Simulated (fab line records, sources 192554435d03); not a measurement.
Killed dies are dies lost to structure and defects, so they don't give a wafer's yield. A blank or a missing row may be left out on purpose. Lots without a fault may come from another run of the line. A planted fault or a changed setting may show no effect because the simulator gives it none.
Chamber matching | flow n5_finfet | N5_BEOL_M0_SAQP_DESCUM_45 on rie_diel-01: 4 sister chambers
The step chemistry O2, time 7 s. 4 wafers are shown with their chamber, then 10 later ones without.

WAFERS WITH THEIR CHAMBER
wafer  | chamber | showerhead_plenum_p_Torr (Torr)
L084.1 | 3       | 2.13
L084.2 | 2       | 2.15
L086.1 | 1       | 2.16
L086.2 | 0       | 2.01

WAFERS WITHOUT THEIR CHAMBER
wafer  | showerhead_plenum_p_Torr (Torr)
L086.4 | 2.13
L087.1 | 2.13
L087.5 | 2.13
L087.6 | 2.01
L092.2 | 2.15
L092.4 | 2.13
L092.6 | 2.13
L094.1 | 2.15
L094.2 | 2.12
L094.6 | 2.13

WHICH CHAMBER EACH WENT THROUGH
wafer  | from the rows above | in truth
L086.4 | 3                   | 3
L087.1 | 3                   | 3
L087.5 | 3                   | 3
L087.6 | 0                   | 0
L092.2 | 2                   | 2
L092.4 | 3                   | 3
L092.6 | 3                   | 3
L094.1 | 2                   | 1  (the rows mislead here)
L094.2 | 3                   | 3
L094.6 | 3                   | 3
Placed correctly: 9 of 10. Can't be placed from these rows: 0. Placed wrongly: 1.
How it was worked out, from the rows above alone: a wafer's distance from a chamber is the root of the sum, over the readings, of the square of ((its reading less the chamber's mean) divided by the reading's scatter). The wafer belongs to the nearest chamber; if the next one is less than 2 further off, it can't be placed. A chamber's mean is the mean of its shown wafers. The scatter: with one shown wafer a chamber, the root of the mean of the squares of how far each hidden wafer lies from its nearest shown one.
